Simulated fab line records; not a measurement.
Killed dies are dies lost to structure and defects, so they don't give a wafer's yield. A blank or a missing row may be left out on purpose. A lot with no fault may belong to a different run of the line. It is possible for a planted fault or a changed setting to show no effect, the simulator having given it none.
fab line records | flow n5_finfet
record lots=11 | wafers=29 | last_day=18
route steps=1938 shown FIN_SAQP@144 FIN_CUT@168 PASSIVATION@1936
lots with no fault: from the same line, run without faults
start_h: hours from the record's first day to the start of the lot's first wafer shown | wait_h: how many hours have passed since the lot's step before this one | " identical to the entry in the row above | L1.1+2: a single row standing in for several wafers | - no value, or no start given | * or withheld: withheld | < > ~ a bound
route shown NAME@n: names a module that has steps shown in the file, with the first one's number in the route | usual: mean/standard deviation of fault-free wafers | same: alike in all rows | chamber/n: place in a boat | sites: readings site by site | _std_site: standard deviation of those values | _edge_site: inner sites' mean taken away from outer sites' mean | radius_mm: how far each site lies from the wafer's centre | mask NAME#n: copy n | behind: the tool/chamber that last shaped the wafer | hold: why the lot was held/for how many hours/how that ended | device: which transistor (n, p or np) failed to switch | end of line: the same wafers' tests at the end of the route | a step with no rows: only its recipe | killed: the dies lost at the first sort to structure and to defects; this is not the yield of the wafer | map: the dies of a wafer, with x for killed, . for not killed, _ for no die there
set.NAME: the setting as run; set.NAME@STEP: as run at that earlier step | model.NAME: the simulator's own value behind a step, which no gauge read
route steps across a sampled set of lots; one table per step, one row per wafer
services: the hour from which a tool's chamber was out of use, counted from the record's first day as start_h (under 0 if before that day), plus the number of hours and why
## steps
# step N5_FIN_SAQP_STRIP_77
# recipe chemistry=N2/H2 | time_s=90 | power_w=100 | temp_c=40 | pressure_mtorr=100 | rf_frequency_hz=6e+07 | bias_power_w=3 | n2_flow_sccm=300 | h2_flow_sccm=300
# usual chamber_pressure_mTorr=100.00/0.086 | drypump_motor_current_A=5.4/0.43 | h2_flow_sccm=300.1/0.85 | oes_product_au=0.82/0.076 | rf_vpp_V=45.5/0.91 | showerhead_plenum_p_Torr=3.44/0.1 | throttle_valve_pct=12.18/0.27
lot.wafer | tool        | chamber | start_h | wait_h | chamber_pressure_mTorr | drypump_motor_current_A | h2_flow_sccm | oes_product_au | rf_hours_counter_h | rf_vpp_V | showerhead_plenum_p_Torr | throttle_valve_pct
L322.1    | rie_diel-02 | 3       | 26.21   | 0.0    | 99.93                  | 5.2                     | 300.3        | 0.81           | 82                 | 45.3     | 3.43                     | 12.26
L322.2    | "           | 2       | "       | "      | 99.96                  | 6.3                     | 299.2        | 0.96           | 5                  | 45.6     | 3.55                     | 11.76
L322.3    | "           | 0       | "       | "      | 99.92                  | 4.9                     | 299.6        | 0.83           | 105                | 44.4     | 3.42                     | 12.11
L324.3    | rie_diel-05 | 3       | 38.93   | 0.0    | 100.15                 | 5.1                     | 301.3        | 0.91           | 29                 | 47.5     | 3.48                     | 12.32
L324.4    | "           | 2       | "       | "      | 100.03                 | 5.1                     | 298.9        | 0.71           | 200                | 45.1     | 3.51                     | 12.37
L324.5    | "           | 0       | "       | "      | 99.98                  | 5.4                     | 301.0        | 1.00           | -                  | 45.0     | 3.30                     | 12.05
L325.5    | rie_diel-01 | 0       | 44.51   | 0.0    | 100.06                 | 6.1                     | 300.8        | 0.73           | -                  | 44.9     | 3.23                     | 12.50
L325.6    | "           | 3       | "       | "      | 99.98                  | 5.7                     | 302.4        | 0.83           | -                  | 45.0     | 3.42                     | 12.39
L332.4    | rie_diel-02 | 1       | 86.84   | 0.0    | 99.96                  | 5.0                     | 298.0        | 0.84           | 70                 | 47.0     | 3.58                     | 12.11
L332.5    | "           | 3       | "       | "      | 100.11                 | 5.2                     | 300.7        | 0.78           | -                  | 45.2     | 3.42                     | 12.29
L333.2    | rie_diel-05 | 2       | 92.36   | 0.0    | 99.90                  | 5.1                     | 300.1        | 0.70           | 219                | 45.8     | 3.50                     | 12.41
L333.3    | "           | 1       | "       | "      | 99.95                  | 5.6                     | 300.4        | 0.79           | 103                | 45.1     | 3.50                     | 11.73
L334.3    | rie_diel-05 | 3       | 99.47   | 0.0    | 99.99                  | 5.1                     | 299.4        | 0.89           | 51                 | 46.6     | 3.46                     | 12.37
L334.4    | "           | 2       | "       | "      | 100.06                 | 5.2                     | 301.6        | 0.69           | 222                | 46.6     | 3.50                     | 12.42
L336.3    | rie_diel-01 | 3       | 113.59  | 0.0    | 100.13                 | 5.7                     | 300.5        | 0.79           | 92                 | 44.8     | 3.40                     | 12.46
L336.4    | "           | 1       | "       | "      | 100.01                 | 5.7                     | 301.0        | 0.96           | 3                  | 46.0     | 3.61                     | 12.28
L336.5    | "           | 2       | "       | "      | 100.13                 | 5.2                     | 299.5        | 0.84           | -                  | 44.9     | 3.44                     | 11.85
L339.1    | rie_diel-01 | 0       | 133.66  | 0.0    | 99.93                  | 6.0                     | 299.8        | 0.70           | 227                | 46.9     | 3.21                     | 12.57
L339.5    | "           | 3       | "       | "      | 99.94                  | 5.8                     | 299.8        | 0.79           | -                  | 44.8     | 3.40                     | 12.49
L339.6    | "           | 0       | "       | "      | 99.81                  | 6.0                     | 300.3        | 0.71           | -                  | 43.7     | 3.21                     | 12.58
L343.1    | rie_diel-05 | 0       | 152.00  | 0.0    | 100.12                 | 5.4                     | 300.1        | 0.91           | 41                 | 45.7     | 3.28                     | 12.12
L343.4    | "           | 1       | "       | "      | 100.01                 | 5.6                     | 300.1        | 0.78           | 124                | 44.7     | 3.49                     | 11.76
L343.6    | "           | 1       | "       | "      | 100.00                 | 5.6                     | 299.8        | 0.77           | -                  | 45.8     | 3.49                     | 11.76
L344.1    | rie_diel-05 | 0       | 161.64  | 0.0    | 100.04                 | 5.4                     | 300.4        | 0.90           | 45                 | 44.0     | 3.28                     | 12.14
L344.4    | "           | 3       | "       | "      | 100.14                 | 5.1                     | 300.6        | 0.86           | -                  | 45.5     | 3.45                     | 12.42
L344.6    | "           | 0       | "       | "      | 99.95                  | 5.4                     | 300.8        | 0.89           | -                  | 46.3     | 3.28                     | 12.14
L345.2    | rie_diel-05 | 3       | 168.33  | 0.0    | 100.18                 | 5.1                     | 301.0        | 0.84           | 76                 | 45.4     | 3.45                     | 12.44
L345.5    | "           | 2       | "       | "      | 100.01                 | 5.2                     | 298.3        | 0.69           | -                  | 46.1     | 3.48                     | 12.47
L345.6    | "           | 3       | "       | "      | 100.12                 | 5.1                     | 299.0        | 0.85           | -                  | 45.3     | 3.45                     | 12.43
# step N5_FIN_CUT_ETCH_20
# recipe chemistry=CF4 | target=SiARC | target_depth_a=260 | mask_material=CAR-EUV | time_s=43.3 | ion_energy_ev=80 | pressure_mtorr=40 | source_w=545 | bias_w=36 | Ar_flow_sccm=100 | cf4_flow_sccm=100 | ends=cleared
# usual cf4_flow_sccm=100.00/0.28 | chamber_pressure_mTorr=40.00/0.035 | drypump_motor_current_A=5.8/0.33 | etch_rf_on_time_s=43.8/1.6 | oes_product_au=0.65/0.063 | rf_vpp_V=183.6/1.3 | showerhead_plenum_p_Torr=2.12/0.081 | throttle_valve_pct=15.59/0.21
lot.wafer | tool        | chamber | start_h | wait_h | cf4_flow_sccm | chamber_pressure_mTorr | drypump_motor_current_A | etch_rf_on_time_s | oes_product_au | rf_hours_counter_h | rf_vpp_V | showerhead_plenum_p_Torr | throttle_valve_pct
L322.1    | rie_diel-06 | 2       | 27.25   | 0.0    | 99.77         | 40.02                  | 5.9                     | 44.2              | 0.60           | 198                | 184.1    | 2.21                     | 15.64
L322.2    | "           | 3       | "       | "      | 99.96         | 39.98                  | 6.0                     | 42.1              | 0.71           | 79                 | 182.3    | 2.10                     | 15.64
L322.3    | "           | 1       | "       | "      | 99.62         | 39.98                  | 6.2                     | 43.1              | 0.59           | 236                | 183.8    | 2.11                     | 16.02
L324.3    | rie_diel-04 | 2       | 39.86   | 0.0    | 99.97         | 39.98                  | 6.0                     | 44.9              | 0.61           | 203                | 185.2    | 2.21                     | 15.86
L324.4    | "           | 1       | "       | "      | 100.13        | 40.07                  | 6.2                     | 47.2              | 0.64           | 121                | 184.5    | 2.24                     | 15.39
L324.5    | "           | 3       | "       | "      | 100.18        | 40.02                  | 5.6                     | 43.6              | 0.71           | -                  | 182.8    | 2.01                     | 15.24
L325.5    | rie_diel-03 | 1       | 45.40   | 0.0    | 100.39        | 40.05                  | 5.6                     | 41.0              | 0.67           | -                  | 181.9    | 2.07                     | 15.81
L325.6    | "           | 2       | "       | "      | 100.15        | 39.97                  | 6.6                     | 42.7              | 0.61           | -                  | 183.3    | 2.13                     | 15.54
L332.4    | rie_diel-04 | 0       | 87.98   | 0.0    | 99.76         | 39.99                  | 5.4                     | 70.7              | 0.53           | 135                | 182.2    | 2.06                     | 15.38
L332.5    | "           | 2       | "       | "      | 99.54         | 40.02                  | 6.1                     | 44.4              | 0.60           | -                  | 185.7    | 2.21                     | 15.90
L333.2    | rie_diel-04 | 3       | 93.47   | 0.0    | 100.01        | 39.99                  | 5.6                     | 43.9              | 0.69           | 90                 | 181.3    | 2.00                     | 15.27
L333.3    | "           | 0       | "       | "      | 100.04        | 39.99                  | 5.4                     | 71.0              | 0.53           | 137                | 183.6    | 2.06                     | 15.38
L334.3    | rie_diel-04 | 0       | 100.63  | 0.0    | 100.18        | 39.96                  | 5.4                     | 71.2              | 0.53           | 138                | 181.2    | 2.06                     | 15.39
L334.4    | "           | 2       | "       | "      | 99.96         | 40.00                  | 6.0                     | 74.3              | 0.49           | 222                | 185.3    | 2.21                     | 15.90
L336.3    | rie_diel-06 | 3       | 114.51  | 0.0    | 100.19        | 40.03                  | 6.0                     | 42.0              | 0.68           | 106                | 183.1    | 2.09                     | 15.69
L336.4    | "           | 2       | "       | "      | 100.26        | 39.97                  | 5.9                     | 44.8              | 0.58           | 225                | 185.4    | 2.20                     | 15.69
L336.5    | "           | 1       | "       | "      | 99.75         | 39.98                  | 6.2                     | 42.2              | 0.81           | -                  | 183.7    | 2.11                     | 15.55
L339.1    | rie_diel-06 | 1       | 134.59  | 0.0    | 99.89         | 40.01                  | 6.2                     | 42.1              | 0.80           | 12                 | 183.0    | 2.10                     | 15.58
L339.5    | "           | 2       | "       | "      | 99.71         | 39.97                  | 5.9                     | 44.6              | 0.57           | -                  | 185.1    | 2.20                     | 15.70
L339.6    | "           | 1       | "       | "      | 100.04        | 39.97                  | 6.2                     | 42.4              | 0.80           | -                  | 184.8    | 2.10                     | 15.58
L343.1    | rie_diel-06 | 3       | 153.05  | 0.0    | 100.04        | 39.99                  | 6.0                     | 42.6              | 0.67           | 118                | 182.7    | 2.09                     | 15.71
L343.4    | "           | 2       | "       | "      | 99.91         | 39.94                  | 5.9                     | 44.7              | 0.58           | 236                | 184.6    | 2.20                     | 15.70
L343.6    | "           | 2       | "       | "      | 99.75         | 40.00                  | 5.9                     | 44.9              | 0.57           | -                  | 184.3    | 2.20                     | 15.71
L344.1    | rie_diel-06 | 2       | 162.78  | 0.0    | 99.86         | 40.04                  | 5.9                     | 45.0              | 0.57           | 240                | 184.7    | 2.19                     | 15.72
L344.4    | "           | 0       | "       | "      | 99.67         | 39.98                  | 5.5                     | 43.0              | 0.60           | 224                | 181.6    | 2.04                     | 15.79
L344.6    | "           | 3       | "       | "      | 100.03        | 40.02                  | 6.0                     | 42.3              | 0.68           | -                  | 183.0    | 2.09                     | 15.69
L345.2    | rie_diel-04 | 3       | 169.50  | 0.0    | 99.75         | 39.96                  | 5.6                     | 42.6              | 0.69           | 111                | 181.9    | 2.00                     | 15.33
L345.5    | "           | 3       | "       | "      | 99.64         | 40.02                  | 5.6                     | 43.0              | 0.68           | -                  | 183.0    | 2.00                     | 15.32
L345.6    | "           | 0       | "       | "      | 99.81         | 39.99                  | 5.4                     | 43.4              | 0.65           | -                  | 181.6    | 2.05                     | 15.44
# step N5_FIN_CUT_CUT_ETCH_27
# recipe chemistry=CHF3/O2 | target=SiO2 | target_depth_a=40 | mask_material=SOC | overetch_a=20 | time_s=4.9 | pressure_mtorr=30 | source_w=650 | bias_w=170 | Ar_flow_sccm=200 | CHF3_flow_sccm=50 | O2_flow_sccm=5 | ion_energy_ev=200
# usual chamber_pressure_mTorr=30.000/0.026 | drypump_motor_current_A=5.8/0.33 | oes_product_au=0.61/0.052 | rf_vpp_V=523/16 | showerhead_plenum_p_Torr=2.39/0.096 | throttle_valve_pct=18.85/0.25
lot.wafer | tool        | chamber | start_h | wait_h | chamber_pressure_mTorr | drypump_motor_current_A | oes_product_au | rf_hours_counter_h | rf_vpp_V | showerhead_plenum_p_Torr | throttle_valve_pct
L322.1    | rie_diel-06 | 2       | 27.68   | 0.0    | 30.013                 | 5.9                     | 0.57           | 198                | 541      | 2.49                     | 18.83
L322.2    | "           | 3       | "       | "      | 29.974                 | 6.0                     | 0.64           | 79                 | 499      | 2.37                     | 18.92
L322.3    | "           | 1       | "       | "      | 30.004                 | 6.2                     | 0.55           | 237                | 519      | 2.39                     | 19.32
L324.3    | rie_diel-04 | 2       | 40.29   | 0.0    | 29.962                 | 6.0                     | 0.57           | 204                | 557      | 2.52                     | 19.26
L324.4    | "           | 1       | "       | "      | 29.996                 | 6.2                     | 0.62           | 121                | 527      | 2.53                     | 18.67
L324.5    | "           | 3       | "       | "      | 30.020                 | 5.6                     | 0.66           | -                  | 515      | 2.27                     | 18.56
L325.5    | rie_diel-03 | 1       | 45.83   | 0.0    | 30.055                 | 5.6                     | 0.61           | -                  | 514      | 2.31                     | 18.98
L325.6    | "           | 2       | "       | "      | 30.055                 | 6.5                     | 0.56           | -                  | 511      | 2.39                     | 18.67
L332.4    | rie_diel-04 | 0       | 88.41   | 0.0    | 29.954                 | 5.4                     | 0.62           | 135                | 520      | 2.32                     | 18.59
L332.5    | "           | 2       | "       | "      | 29.988                 | 6.1                     | 0.56           | -                  | 556      | 2.52                     | 19.29
L333.2    | rie_diel-04 | 3       | 93.89   | 0.0    | 29.980                 | 5.6                     | 0.65           | 90                 | 516      | 2.26                     | 18.57
L333.3    | "           | 0       | "       | "      | 30.012                 | 5.4                     | 0.62           | 137                | 519      | 2.32                     | 18.58
L334.3    | rie_diel-04 | 0       | 101.06  | 0.0    | 29.972                 | 5.4                     | 0.61           | 139                | 520      | 2.32                     | 18.58
L334.4    | "           | 2       | "       | "      | 29.968                 | 6.0                     | 0.56           | 222                | 557      | 2.52                     | 19.31
L336.3    | rie_diel-06 | 3       | 114.94  | 0.0    | 29.984                 | 6.0                     | 0.62           | 107                | 500      | 2.36                     | 18.97
L336.4    | "           | 2       | "       | "      | 30.029                 | 5.9                     | 0.55           | 225                | 540      | 2.48                     | 18.88
L336.5    | "           | 1       | "       | "      | 30.037                 | 6.2                     | 0.75           | -                  | 518      | 2.38                     | 18.93
L339.1    | rie_diel-06 | 1       | 135.01  | 0.0    | 29.992                 | 6.2                     | 0.73           | 13                 | 517      | 2.38                     | 18.94
L339.5    | "           | 2       | "       | "      | 29.970                 | 5.9                     | 0.55           | -                  | 541      | 2.47                     | 18.91
L339.6    | "           | 1       | "       | "      | 30.021                 | 6.2                     | 0.73           | -                  | 519      | 2.38                     | 18.95
L343.1    | rie_diel-06 | 3       | 153.48  | 0.0    | 30.011                 | 5.9                     | 0.62           | 118                | 500      | 2.35                     | 18.98
L343.4    | "           | 2       | "       | "      | 30.016                 | 5.9                     | 0.55           | 237                | 539      | 2.47                     | 18.91
L343.6    | "           | 2       | "       | "      | 30.030                 | 5.9                     | 0.54           | -                  | 541      | 2.47                     | 18.91
L344.1    | rie_diel-06 | 2       | 163.21  | 0.0    | 29.995                 | 5.9                     | 0.54           | 240                | 541      | 2.47                     | 18.92
L344.4    | "           | 0       | "       | "      | 30.007                 | 5.5                     | 0.56           | 225                | 515      | 2.29                     | 18.96
L344.6    | "           | 3       | "       | "      | 30.016                 | 6.0                     | 0.61           | -                  | 498      | 2.35                     | 18.99
L345.2    | rie_diel-04 | 3       | 169.92  | 0.0    | 30.010                 | 5.7                     | 0.63           | 111                | 515      | 2.25                     | 18.59
L345.5    | "           | 3       | "       | "      | 30.017                 | 5.6                     | 0.63           | -                  | 517      | 2.25                     | 18.60
L345.6    | "           | 0       | "       | "      | 30.023                 | 5.4                     | 0.60           | -                  | 519      | 2.31                     | 18.64
# step N5_FIN_CUT_PRECLEAN_35
# recipe time_s=13.3 | temp_c=45 | pressure_torr=125 | p_hf_torr=3 | p_coreactant_torr=25 | chemistry=vHF
# usual drypump_motor_current_A=6.0/0.37
lot.wafer | tool          | chamber | start_h | wait_h | drypump_motor_current_A
L322.1    | vapor_etch-02 | 0       | 27.75   | 0.0    | 6.3
L322.2    | "             | 1       | "       | "      | 5.8
L322.3    | "             | 1       | "       | "      | 5.8
L324.3    | vapor_etch-02 | 0       | 40.38   | 0.1    | 6.3
L324.4    | "             | 1       | "       | "      | 5.8
L324.5    | "             | 0       | "       | "      | 6.3
L325.5    | vapor_etch-02 | 0       | 45.92   | 0.1    | 6.3
L325.6    | "             | 1       | "       | "      | 5.8
L332.4    | vapor_etch-01 | 0       | 88.50   | 0.1    | 6.3
L332.5    | "             | 1       | "       | "      | 5.5
L333.2    | vapor_etch-01 | 1       | 93.97   | 0.1    | 5.5
L333.3    | "             | 0       | "       | "      | 6.3
L334.3    | vapor_etch-01 | 0       | 101.15  | 0.1    | 6.3
L334.4    | "             | 1       | "       | "      | 5.5
L336.3    | vapor_etch-01 | 0       | 115.03  | 0.1    | 6.4
L336.4    | "             | 1       | "       | "      | 5.5
L336.5    | "             | 1       | "       | "      | 5.5
L339.1    | vapor_etch-02 | 0       | 135.08  | 0.0    | 6.3
L339.5    | "             | 1       | "       | "      | 5.8
L339.6    | "             | 0       | "       | "      | 6.3
L343.1    | vapor_etch-01 | 0       | 153.55  | 0.0    | 6.3
L343.4    | "             | 1       | "       | "      | 5.5
L343.6    | "             | 1       | "       | "      | 5.5
L344.1    | vapor_etch-01 | 0       | 163.27  | 0.0    | 6.4
L344.4    | "             | 0       | "       | "      | 6.4
L344.6    | "             | 0       | "       | "      | 6.4
L345.2    | vapor_etch-01 | 1       | 169.99  | 0.0    | 5.5
L345.5    | "             | 1       | "       | "      | 5.5
L345.6    | "             | 0       | "       | "      | 6.4
# step N5_PASSIVATION_PROBE_49
# usual killed_at_M0_to_M3=34/10 | killed_at_M4_up=13/5.4 | killed_at_contacts=13/6 | killed_at_front_end=42/13 | killed_at_other=4/3.2 | killed_dies=107/18 | killed_open=69/14 | killed_short=35/7.7
# same gross_dies=1180 | killed_at_back_side=0
lot.wafer | tool      | chamber | start_h | wait_h | killed_at_M0_to_M3 | killed_at_M4_up | killed_at_contacts | killed_at_front_end | killed_at_other | killed_dies | killed_open | killed_short
L333.3    | prober-02 | -       | 342.04  | 0.1    | 34                 | 17              | 6                  | 36                  | 4               | 97          | 58          | 25
L332.5    | prober-01 | -       | 342.77  | 0.2    | 36                 | 7               | 17                 | 41                  | 4               | 105         | 65          | 38
# killed by level:class
L333.3 HKMG_FIN:area_etch=13 BEOL_M3:geometric_particle:open=10 BEOL_M4:geometric_particle:open=10 STI_FIN_REVEAL:geometric_particle:open=6 BEOL_M0_SAQP:geometric_particle:short=6 DUMMY_GATE:geometric_particle:open=5 MOL_CONTACT_COAG:geometric_particle:open=5 BEOL_M1:geometric_particle:open=5
L332.5 BEOL_M2:geometric_particle:open=13 MOL_CONTACT_COAG:geometric_particle:open=11 STI_FIN_REVEAL:geometric_particle:open=9 BEOL_M0_SAQP:geometric_particle:short=9 FIN_SAQP:geometric_particle:short=7 BEOL_M0_SAQP:geometric_particle:open=7 FIN_SAQP:geometric_particle:open=6 MOL_CONTACT_COAG:geometric_particle:short=6
## services
tool        | chamber | start_h | hours | kind
rie_diel-03 | 0       | 38.60   | -     | clean
rie_diel-03 | 0       | 38.60   | -     | consumable_replace:focus_ring
rie_diel-03 | 0       | 38.60   | 29.6  | scheduled_down
rie_diel-03 | 0       | 38.60   | 29.6  | vent_cycle
rie_diel-05 | 0       | 53.76   | 11.6  | repair
rie_diel-04 | 0       | 66.29   | 10.2  | repair
rie_diel-06 | 1       | 72.52   | -     | clean
rie_diel-06 | 1       | 72.52   | -     | consumable_replace:focus_ring
rie_diel-06 | 1       | 72.52   | 16.0  | scheduled_down
rie_diel-06 | 1       | 72.52   | 16.0  | vent_cycle
rie_diel-01 | 1       | 76.89   | -     | clean
rie_diel-01 | 1       | 76.89   | -     | consumable_replace:focus_ring
rie_diel-01 | 1       | 76.89   | -     | consumable_replace:showerhead
rie_diel-01 | 1       | 76.89   | 15.8  | scheduled_down
rie_diel-01 | 1       | 76.89   | 15.8  | vent_cycle
rie_diel-04 | 2       | 90.08   | 1.8   | repair
rie_diel-03 | 3       | 92.22   | 7.2   | repair
rie_diel-05 | -       | 112.03  | 4.3   | pm
rie_diel-02 | 2       | 136.70  | 8.8   | repair
rie_diel-04 | -       | 136.74  | 2.8   | pm
rie_diel-02 | -       | 154.74  | 14.6  | pm
rie_diel-04 | 2       | 157.46  | 2.1   | repair
rie_diel-05 | 2       | 159.38  | 5.2   | repair
## key
first_sign step=N5_FIN_CUT_ETCH_20 | reading=etch_rf_on_time_s | direction=up | sigmas=17 | usual=* | struck=*
effect step=N5_FIN_CUT_ETCH_20 | reading=oes_product_au | direction=down | sigmas=2.1 | usual=0.65 | struck=0.52 | wafers_moved=3
met_at N5_FIN_CUT_ETCH_20
struck_lots L332,L333,L334
struck_wafers L332.4,L333.3,L334.3,L334.4
tester_left_out L332,L333,L334
baseline_loss step=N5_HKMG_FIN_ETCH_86 | wafers=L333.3
not_acting_at N5_FIN_SAQP_STRIP_77,N5_FIN_CUT_CUT_ETCH_27,N5_FIN_CUT_PRECLEAN_35
onset_between 39.86 87.98
fault kind=process_parameter_drift | tool=rie_diel-04 | chamber=- | onset_h=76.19 | steps=N5_FIN_CUT_ETCH_20 | channel=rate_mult | offset=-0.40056 | shape=step | end_h=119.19 | scope=struck_wafers_only
# tester_left_out: of these lots the tester's yield and bins aren't shown, on N5 and GAA mostly nor the transistor test; their killed dies are dies lost to structure and defects alone, not to doping, threshold or leakage, so they don't give the yield
# baseline_loss: these wafers lose ten dies or more at that step, a loss of the line's own and not of a fault; the sort's usual values leave them out
